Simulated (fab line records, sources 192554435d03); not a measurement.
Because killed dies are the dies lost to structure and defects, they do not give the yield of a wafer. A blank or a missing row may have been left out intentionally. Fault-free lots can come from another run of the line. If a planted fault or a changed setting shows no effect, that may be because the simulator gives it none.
Comparing a struck lot with a sound one / flow n5Finfet / 38 steps out of a route of 1938
Sound: wafers L398.1, L398.4, L398.5. Wafers L401.3, L401.5, L401.6 were the ones struck. The cause comes at the end.
At each step with rows: each side's tool, then ch and its chambers, then its first start. Under that, the readings that differ: sound wafers / struck wafers / difference of the means / sigmas: that difference in standard deviations of wafers without a fault.
alike: a reading whose means differ by less than 2 such deviations, as well as words and numbers matching on both sides. not compared: withheld readings; readings where some wafer has no value; bounds like >300 that might hide an equal value; numbers whose values overlap and for which the record gives no deviation.
A row with sigmas, a row that says differs or no value, or rows on one side alone: a step with any of these is where the two part. Numbers that don't overlap but have no deviation are shown without sigmas and don't part them. A reading that every wafer of one side lacks parts them only if that side has two wafers or more.

first, 11 steps without rows for these wafers: N5_DUMMY_GATE_PRECLEAN_46 (cleans in DIW, time 89.5 s); N5_DUMMY_GATE_SRD_47 (dry time 32 s); N5_DUMMY_GATE_CMP_04 (polishes a-Si); N5_DUMMY_GATE_HM_DEP_06 (deposits SiNx from DCS/NH3, target thk 80 nm, time 5141 s); N5_DUMMY_GATE_PECVD_30 (deposits SiO2 from TEOS/O2, target thk 55 nm, time 10.8 s); N5_DUMMY_GATE_COAT_34 (time 60 s, resist thk 60 nm); N5_DUMMY_GATE_COAT_35 (time 60 s, resist thk 10 nm); N5_DUMMY_GATE_COAT_28 (time 60 s, resist thk 10 nm); N5_DUMMY_GATE_COAT_09 (resist thk 30 nm); N5_DUMMY_GATE_EBR_11; N5_DUMMY_GATE_SOFTBAKE_10 (time 60 s).
N5_DUMMY_GATE_EXPOSE_12: exposes mask GATE, target cd 25 nm.
  sound on euvScanner-01 ch 0, day 7 22:32; struck on euvScanner-01 ch 0, day 8 15:36
reading=model.DUMMY_GATE.overlayXNm (nm); sound=0.6 0.6 0.6; struck=6.6 6.6 6.6; difference=+6.0; sigmas=
  alike: mask
then, 2 steps without rows for these wafers: N5_DUMMY_GATE_PEB_13 (peb time 60 s); N5_DUMMY_GATE_DEVELOP_14 (develop time 30 s).
N5_DUMMY_GATE_OVL_MEAS_16:
  sound on overlay-01 ch 0, day 7 22:43; struck on overlay-01 ch 0, day 8 15:46
reading=GATE_OVL (nm); sound=0.1 0.2 -0.2; struck=6.4 6.1 5.6; difference=+6.0; sigmas=+10
then, 21 steps without rows for these wafers: N5_DUMMY_GATE_DESCUM_20 (chemistry O2, time 6.2 s); N5_DUMMY_GATE_ETCH_29 (etches underlayer in N2/H2, target depth 13 nm); N5_DUMMY_GATE_ETCH_36 (etches SiARC in CF4, target depth 13 nm); N5_DUMMY_GATE_ETCH_37 (etches SOC in N2/H2, target depth 60 nm, overetch 30 nm); N5_DUMMY_GATE_STRIP_38 (strips in N2/H2); N5_DUMMY_GATE_STRIP_39 (strips in N2/H2); N5_DUMMY_GATE_TRIM_49 (chemistry O2, time 29 s, target cd 14 nm); N5_DUMMY_GATE_STRIP_40 (strips in CF4); N5_DUMMY_GATE_ETCH_31 (etches SiO2 in C4F6/O2, target depth 82.5 nm, time 27.5 s); N5_DUMMY_GATE_STRIP_41 (strips in O2); N5_DUMMY_GATE_HM_OPEN_21 (chemistry CH3F/O2, target SiNx, target depth 120 nm, time 171.4 s); N5_DUMMY_GATE_ETCH_32 (etches SiO2 in CF4, target depth 3.5 nm, time 3.9 s); N5_DUMMY_GATE_ETCH_23 (etches poly-Si in HBr/Cl2/O2, target depth 41 nm, time 22.3 s); N5_DUMMY_GATE_ETCH_44 (etches poly-Si in HBr/O2, stops on SiO2, target depth 127.5 nm); N5_DUMMY_GATE_ETCH_42 (etches SiO2 in CHF3/O2, target depth 3.5 nm, time 31 s); N5_DUMMY_GATE_STRIP_48 (strips in N2/H2, time 20 s); N5_DUMMY_GATE_PRECLEAN_33 (cleans in dHF, time 10 s); N5_DUMMY_GATE_PRECLEAN_25 (cleans in O3/DIW, time 45 s); N5_DUMMY_GATE_PRECLEAN_51 (cleans in SC2, time 45 s); N5_DUMMY_GATE_SRD_26 (time 30 s); N5_DUMMY_GATE_UV_OZONE_45 (time 120 s).
-- a jump in the record: the struck wafers' starts before and after are 5 days apart (it breaks off in module DUMMY_GATE and resumes in module BEOL_M4, where the first step shown is number 1111 of the route) --
N5_BEOL_M4_RC_MEAS_101:
  sound on prober-02 ch 0, day 13 00:05; struck on prober-01 ch 0, day 14 00:46
  alike: DIBL_N, DIBL_P, IOFF_N, IOFF_P, ION_N, ION_P, SS_N, SS_P, VT_N, VT_P
-- record jumps: 5 days separate the struck wafers' starts on either side; left off in module BEOL_M4, taken up again in module PASSIVATION, whose first shown step is the route's number 1936 --
N5_PASSIVATION_PROBE_49:
  sound on prober-01, day 17 10:56; struck on prober-02, day 18 15:02
reading=defectLimitedYield (%); sound=91.9 91.0 90.7; struck=73.5 79.9 76.4; difference=-14.6; sigmas=-10
reading=killedAtFrontEnd; sound=56 55 44; struck=246 178 221; difference=+163; sigmas=+15
reading=killedAtOther; sound=1 2 5; struck=6 9 8; difference=+5; sigmas=+2
reading=killedDies; sound=96 106 110; struck=313 237 278; difference=+172; sigmas=+11
reading=killedOnRim; sound=10 10 12; struck=37 30 35; difference=+23; sigmas=+7
reading=sort_bin_5_function (%); sound=5.1 4.8 5.0; struck=13.8 10.1 13.7; difference=+7.6; sigmas=+9
reading=sortNPass; sound=1084 1074 1070; struck=867 943 902; difference=-172; sigmas=-6
reading=sortYieldPct (%); sound=91.9 91.0 90.7; struck=73.5 79.9 76.4; difference=-14.6; sigmas=-6
  alike: killed_at_M0_to_M3, killed_at_M4_up, killedAtContacts, killedOpen, killedShort, sort_bin_6_memory, sort_bin_8_speed

WHERE THEY PART
Earliest at N5_DUMMY_GATE_OVL_MEAS_16; latest, in this record, at N5_PASSIVATION_PROBE_49.

WHY: the cause the simulator had injected
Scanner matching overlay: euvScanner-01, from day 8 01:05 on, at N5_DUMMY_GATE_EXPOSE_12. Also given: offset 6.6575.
